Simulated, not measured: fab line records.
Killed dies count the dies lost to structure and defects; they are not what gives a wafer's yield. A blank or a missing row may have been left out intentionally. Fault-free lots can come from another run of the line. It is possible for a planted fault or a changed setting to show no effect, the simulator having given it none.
fab line records	flow n5_finfet
record: lots: 11	wafers: 32	last_day: 17
route steps=1938 shown BEOL_M9@1414 PASSIVATION@1936
lots that met no fault: from a run of the same line without faults
start_h: the number of hours between the record's first day and the start of the first shown wafer of the lot	wait_h: time in hours since the lot's previous step	" identical to the entry in the row above	L1.1+2: one row covering several wafers at once	- no value, or no start was given	* or withheld: withheld	< > ~ a bound
route shown NAME@n: names a module that has steps shown in the file, with the first one's number in the route	usual: the fault-free wafers' mean and standard deviation	same: alike in all rows	chamber/n: place in a boat	sites: per-site readings	_std_site: the values' standard deviation	_edge_site: mean of outer sites minus mean of inner sites	radius_mm: how far each site lies from the wafer's centre	mask NAME#n: copy n	behind: the last tool/chamber to shape the wafer	hold: the reason the lot was held/the length of the hold in hours/how it ended	device: transistor that didn't switch, given as n, p or np	end of line: at the end of the route, the tests of the same wafers	where a step has no rows: the recipe by itself	killed: dies lost to structure and defects at the first sort, not the wafer's yield	map: a wafer's dies, marking killed ones x, the rest . and places with no die _
set.NAME: the setting as run; set.NAME@STEP: as run at that earlier step	model.NAME: the simulator's own value behind a step, which no gauge read
the route's steps for a sample of lots (tables are steps, rows are wafers)
services: when a tool's chamber went out of use (start_h, in hours from the record's first day, below 0 if earlier), for how many hours, and the reason
== steps ==
step: N5_BEOL_M9_CD_MEAS_11
recipe: target_cd_nm: 64.1	landing_energy_ev: 500	detector: se_inlens	polarity: opening
usual: cd_nm: 64.1/0.51
lot.wafer	tool	chamber	start_h	wait_h	cd_nm
L586.1	cd_sem-01	0	209.95	-	64.4
L586.2	"	0	"	"	64.1
L586.4	"	0	"	"	64.4
L587.1	cd_sem-02	0	219.73	-	63.7
L587.3	"	0	"	"	64.2
L587.4	"	0	"	"	64.1
L594.3	cd_sem-01	0	251.25	-	64.2
L594.6	"	0	"	"	63.7
L597.2	cd_sem-01	0	286.65	-	63.9
L597.3	"	0	"	"	64.2
L597.4	"	0	"	"	64.3
L598.1	cd_sem-01	0	297.48	-	63.9
L598.3	"	0	"	"	63.9
L598.4	"	0	"	"	63.6
L601.1	cd_sem-02	0	298.56	-	63.5
L601.3	"	0	"	"	63.9
L601.4	"	0	"	"	64.0
L603.2	cd_sem-03	0	300.73	-	63.3
L603.3	"	0	"	"	64.2
L603.5	"	0	"	"	63.6
L600.3	cd_sem-02	0	307.32	-	63.1
L600.5	"	0	"	"	64.3
L600.6	"	0	"	"	63.2
L604.4	cd_sem-03	0	324.85	-	64.1
L604.5	"	0	"	"	64.1
L604.6	"	0	"	"	64.5
L607.1	cd_sem-02	0	352.89	-	63.9
L607.3	"	0	"	"	65.0
L607.4	"	0	"	"	64.3
L609.3	cd_sem-01	0	353.17	-	64.2
L609.4	"	0	"	"	64.5
L609.6	"	0	"	"	64.0
step: N5_BEOL_M9_STRIP_67
recipe: chemistry: CF4	resist: SiARC	power_w: 300	bias_power_w: 75	pressure_mtorr: 50	cf4_flow_sccm: 150	rf_frequency_hz: 6e+07
usual: drypump_motor_current_A: 5.6/0.5	oes_product_au: 0.75/0.053	power_w: 300.1/0.91	rf_vpp_V: 271.6/1.8	showerhead_plenum_p_Torr: 1.81/0.069	throttle_valve_pct: 13.72/0.2
lot.wafer	tool	chamber	start_h	wait_h	drypump_motor_current_A	oes_product_au	power_w	rf_hours_counter_h	rf_vpp_V	showerhead_plenum_p_Torr	throttle_valve_pct
L586.1	rie_diel-01	2	210.61	0.0	4.8	0.91	299.8	27	274.6	1.88	13.35
L586.2	"	3	"	"	5.2	0.75	298.9	166	272.5	1.77	13.75
L586.4	"	1	"	"	5.8	0.85	300.5	46	272.3	1.90	13.69
L587.1	rie_diel-03	3	220.05	0.0	5.8	0.76	299.5	118	273.7	1.87	13.63
L587.3	"	2	"	"	6.4	0.74	300.4	166	273.2	1.86	13.49
L587.4	"	3	"	"	5.8	0.76	299.0	-	272.3	1.87	13.63
L594.3	rie_diel-02	1	251.57	0.0	4.9	0.70	299.3	224	271.0	1.70	13.40
L594.6	"	1	"	"	4.9	0.70	299.2	-	268.6	1.70	13.40
L597.2	rie_diel-01	0	286.96	0.0	6.2	0.70	297.5	219	272.9	1.86	13.87
L597.3	"	1	"	"	5.8	0.83	301.2	69	272.9	1.89	13.72
L597.4	"	2	"	"	4.8	0.87	298.5	48	272.9	1.88	13.39
L598.1	rie_diel-01	1	297.80	0.0	5.8	0.82	300.3	72	272.9	1.89	13.73
L598.3	"	0	"	"	6.2	0.69	298.2	222	272.2	1.86	13.86
L598.4	"	3	"	"	5.2	0.73	300.3	189	271.1	1.77	13.79
L601.1	rie_diel-03	1	298.88	0.0	5.2	0.71	299.7	189	271.1	1.78	13.86
L601.3	"	0	"	"	5.3	0.71	302.3	210	270.1	1.79	14.03
L601.4	"	3	"	"	5.8	0.74	300.6	142	274.0	1.86	13.69
L603.2	rie_diel-02	0	301.46	0.0	5.3	0.71	299.3	207	270.6	1.77	13.84
L603.3	"	2	"	"	6.0	0.74	298.8	147	268.0	1.66	13.90
L603.5	"	2	"	"	6.1	0.74	299.7	-	268.5	1.66	13.91
L600.3	rie_diel-01	0	307.65	0.0	6.2	0.69	299.3	225	272.3	1.86	13.89
L600.5	"	3	"	"	5.2	0.73	300.7	-	271.2	1.77	13.81
L600.6	"	2	"	"	4.8	0.86	301.4	-	272.6	1.87	13.41
L604.4	rie_diel-02	3	325.17	0.0	5.6	0.81	300.2	100	274.2	1.87	13.51
L604.5	"	2	"	"	6.1	0.74	299.6	-	267.6	1.66	13.94
L604.6	"	3	"	"	5.6	0.81	301.2	-	273.6	1.87	13.53
L607.1	rie_diel-03	3	355.12	0.0	5.8	0.73	299.0	159	272.9	1.86	13.72
L607.3	"	2	"	"	6.4	0.71	301.2	213	272.2	1.85	13.58
L607.4	"	0	"	"	5.3	0.70	299.9	233	271.2	1.78	14.07
L609.3	rie_diel-03	3	355.37	0.0	5.8	0.73	300.1	159	273.5	1.86	13.71
L609.4	"	2	"	"	6.4	0.71	299.8	213	271.8	1.85	13.58
L609.6	"	1	"	"	5.2	0.70	300.6	-	270.1	1.78	13.91
step: N5_BEOL_M9_VIA_ETCH_34
recipe: chemistry: C4F6/O2	target: SiCOH_lowk	target_depth_a: 1824	mask_material: SOC	taper_deg: 4	time_s: 68.4	ion_energy_ev: 250	pressure_mtorr: 30	source_w: 345	bias_w: 185	Ar_flow_sccm: 300	C4F6_flow_sccm: 10	O2_flow_sccm: 10
usual: drypump_motor_current_A: 5.6/0.48	oes_f_703_au: 0.74/0.054	oes_o_777_au: 0.74/0.054	oes_product_au: 0.74/0.056	rf_fwd_power_W: 341.8/1.4	rf_vpp_V: 663/13	showerhead_plenum_p_Torr: 2.87/0.11	throttle_valve_pct: 21.06/0.2
lot.wafer	tool	chamber	start_h	wait_h	drypump_motor_current_A	oes_f_703_au	oes_o_777_au	oes_product_au	rf_fwd_power_W	rf_hours_counter_h	rf_vpp_V	showerhead_plenum_p_Torr	throttle_valve_pct
L586.1	rie_diel-01	3	215.53	0.0	5.2	0.77	0.77	0.76	342.6	166	654	2.86	21.24
L586.2	"	2	"	"	4.8	0.92	0.91	0.92	340.6	27	657	3.02	20.85
L586.4	"	0	"	"	6.2	0.70	0.70	0.70	341.1	197	662	2.93	20.98
L587.1	rie_diel-03	1	221.34	0.0	5.2	0.73	0.72	0.72	340.2	165	641	2.85	21.23
L587.3	"	3	"	"	5.8	0.74	0.75	0.75	342.9	119	682	2.97	20.97
L587.4	"	2	"	"	6.4	0.72	0.72	0.74	338.8	-	685	2.95	20.73
L594.3	rie_diel-03	0	256.21	0.0	5.3	0.73	0.73	0.72	341.3	199	645	2.83	21.24
L594.6	"	3	"	"	5.9	0.52	0.54	0.70	258.9	-	785	2.96	20.97
L597.2	rie_diel-02	0	289.73	0.0	5.3	0.71	0.70	0.71	341.7	202	661	2.84	21.32
L597.3	"	3	"	"	5.6	0.81	0.79	0.82	340.4	88	664	3.01	20.99
L597.4	"	0	"	"	5.3	0.71	0.70	0.72	344.1	-	664	2.84	21.30
L598.1	rie_diel-02	1	299.61	0.0	4.9	0.69	0.68	0.68	341.2	239	665	2.71	20.70
L598.3	"	3	"	"	5.6	0.80	0.79	0.81	341.8	91	665	3.01	21.03
L598.4	"	0	"	"	5.3	0.72	0.70	0.70	341.0	206	663	2.84	21.29
L601.1	rie_diel-02	1	300.03	0.0	4.9	0.69	0.68	0.68	341.7	239	665	2.71	20.70
L601.3	"	2	"	"	6.0	0.75	0.76	0.75	342.6	146	661	2.63	21.30
L601.4	"	0	"	"	5.3	0.71	0.69	0.71	342.5	206	663	2.84	21.29
L603.2	rie_diel-02	1	302.85	0.0	4.9	0.68	0.68	0.69	341.6	240	666	2.71	20.71
L603.3	"	0	"	"	5.3	0.71	0.70	0.70	341.5	207	662	2.84	21.30
L603.5	"	3	"	"	5.6	0.80	0.79	0.81	341.9	-	666	3.01	21.01
L600.3	rie_diel-02	2	308.80	0.0	6.0	0.74	0.76	0.75	342.0	150	662	2.63	21.29
L600.5	"	2	"	"	6.1	0.75	0.75	0.75	342.9	-	660	2.63	21.29
L600.6	"	1	"	"	4.9	0.69	0.68	0.68	340.1	-	665	2.71	20.72
L604.4	rie_diel-02	2	326.80	0.0	6.0	0.74	0.75	0.74	342.2	155	661	2.63	21.30
L604.5	"	1	"	"	4.9	0.68	0.67	0.67	342.6	-	665	2.71	20.73
L604.6	"	0	"	"	5.3	0.70	0.69	0.70	342.3	-	664	2.84	21.29
L607.1	rie_diel-02	0	357.79	0.0	5.3	0.70	0.68	0.69	344.1	228	662	2.83	21.34
L607.3	"	2	"	"	6.1	0.73	0.74	0.74	341.4	169	660	2.62	21.33
L607.4	"	0	"	"	5.3	0.69	0.69	0.69	341.0	-	663	2.83	21.34
L609.3	rie_diel-01	2	357.92	0.0	4.8	0.85	0.84	0.85	343.7	67	654	3.00	20.91
L609.4	"	0	"	"	6.2	0.68	0.68	0.67	343.2	237	662	2.91	21.04
L609.6	"	1	"	"	5.8	0.80	0.80	0.79	342.7	-	669	2.96	21.03
step: N5_BEOL_M9_PRE_CLEAN_45
recipe: gas: H2/He	time_s: 30	temp_c: 250
usual: heater_power_w: 344/21
lot.wafer	tool	chamber	start_h	wait_h	heater_power_w
L586.1	pvd_sputter-01	-	216.59	0.0	334
L586.2	"	-	"	"	329
L586.4	"	-	"	"	358
L587.1	pvd_sputter-01	-	222.21	0.0	367
L587.3	"	-	"	"	322
L587.4	"	-	"	"	340
L594.3	pvd_sputter-01	-	257.37	0.0	338
L594.6	"	-	"	"	327
L597.2	pvd_sputter-01	-	290.66	0.0	361
L597.3	"	-	"	"	327
L597.4	"	-	"	"	350
L598.1	pvd_sputter-01	-	300.46	0.0	359
L598.3	"	-	"	"	338
L598.4	"	-	"	"	317
L601.1	pvd_sputter-01	-	301.46	0.0	334
L601.3	"	-	"	"	355
L601.4	"	-	"	"	327
L603.2	pvd_sputter-01	-	304.32	0.0	342
L603.3	"	-	"	"	363
L603.5	"	-	"	"	343
L600.3	pvd_sputter-02	-	309.63	0.0	354
L600.5	"	-	"	"	377
L600.6	"	-	"	"	358
L604.4	pvd_sputter-03	-	327.95	0.0	397
L604.5	"	-	"	"	353
L604.6	"	-	"	"	332
L609.3	pvd_sputter-01	-	359.21	0.0	365
L609.4	"	-	"	"	312
L609.6	"	-	"	"	358
L607.1	pvd_sputter-02	-	359.79	0.0	356
L607.3	"	-	"	"	339
L607.4	"	-	"	"	345
step: N5_PASSIVATION_PROBE_49
usual: defect_limited_yield: 91.6/1.2	killed_at_M0_to_M3: 33/9.4	killed_at_M4_up: 13/5.2	killed_at_contacts: 13/5.6	killed_at_front_end: 37/9.5	killed_at_other: 4/3.1	killed_dies: 99/15	killed_open: 65/11	killed_short: 32/7.5	sort_bin_5_function: 4.9/0.77	sort_bin_6_memory: 3.1/0.65	sort_bin_8_speed: 0.01/0.056	sort_n_pass: 1081/15	sort_yield_pct: 91.6/1.2
same: gross_dies: 1180	killed_at_back_side: 0	sort_bin_4_leakage[%]: 0
lot.wafer	tool	chamber	start_h	wait_h	defect_limited_yield[%]	killed_at_M0_to_M3	killed_at_M4_up	killed_at_contacts	killed_at_front_end	killed_at_other	killed_dies	killed_open	killed_short	sort_bin_5_function[%]	sort_bin_6_memory[%]	sort_bin_8_speed[%]	sort_n_pass	sort_yield_pct[%]
L594.6	prober-01	-	322.05	0.3	91.6	33	20	5	40	1	99	62	36	5.3	2.8	0	1081	91.6
killed by level:class
L594.6 FIN_SAQP:geometric_particle:short=12 BEOL_M0_SAQP:geometric_particle:open=10 BEOL_M0_SAQP:geometric_particle:short=8 STI_FIN_REVEAL:geometric_particle:open=7 BEOL_M4:geometric_particle:open=7 BEOL_M2:geometric_particle:open=6 BEOL_M3:geometric_particle:open=6 FIN_SAQP:geometric_particle:open=5
== services ==
tool	chamber	start_h	hours	kind
rie_diel-03	0	215.28	6.4	repair
pvd_sputter-02	-	238.19	1.5	repair
rie_diel-01	-	250.99	1.8	repair
pvd_sputter-02	-	285.64	5.0	repair
rie_diel-02	2	286.38	3.2	repair
rie_diel-03	3	322.36	15.4	repair
rie_diel-02	1	334.87	-	clean
rie_diel-02	1	334.87	-	consumable_replace:focus_ring
rie_diel-02	1	334.87	-	consumable_replace:showerhead
rie_diel-02	1	334.87	27.6	scheduled_down
rie_diel-02	1	334.87	27.6	vent_cycle
rie_diel-03	1	337.77	14.5	repair
pvd_sputter-03	-	338.72	1.8	repair
rie_diel-01	-	341.60	14.6	pm
== key ==
first_sign: step: N5_BEOL_M9_VIA_ETCH_34	reading: rf_fwd_power_W	direction: down	sigmas: 61	usual: *	struck: *
effect: step: N5_BEOL_M9_VIA_ETCH_34	reading: rf_vpp_V	direction: up	sigmas: 9.7	usual: 663	struck: 785
met_at N5_BEOL_M9_VIA_ETCH_34
struck_lots L594
struck_wafers L594.6
not_acting_at N5_BEOL_M9_CD_MEAS_11,N5_BEOL_M9_STRIP_67,N5_BEOL_M9_PRE_CLEAN_45
onset_between 221.34 256.21
earlier_fault: kind: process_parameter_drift	tool: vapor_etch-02	chamber: 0	onset_h: 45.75	steps: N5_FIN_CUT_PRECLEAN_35	channel: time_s	offset: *	shape: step	stated: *
fault: kind: process_parameter_drift	tool: rie_diel-03	chamber: 3	onset_h: 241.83	steps: N5_BEOL_M9_VIA_ETCH_34	channel: source_w	offset: -82.8	shape: step	acts_in: these_recipes_only	stated: 345
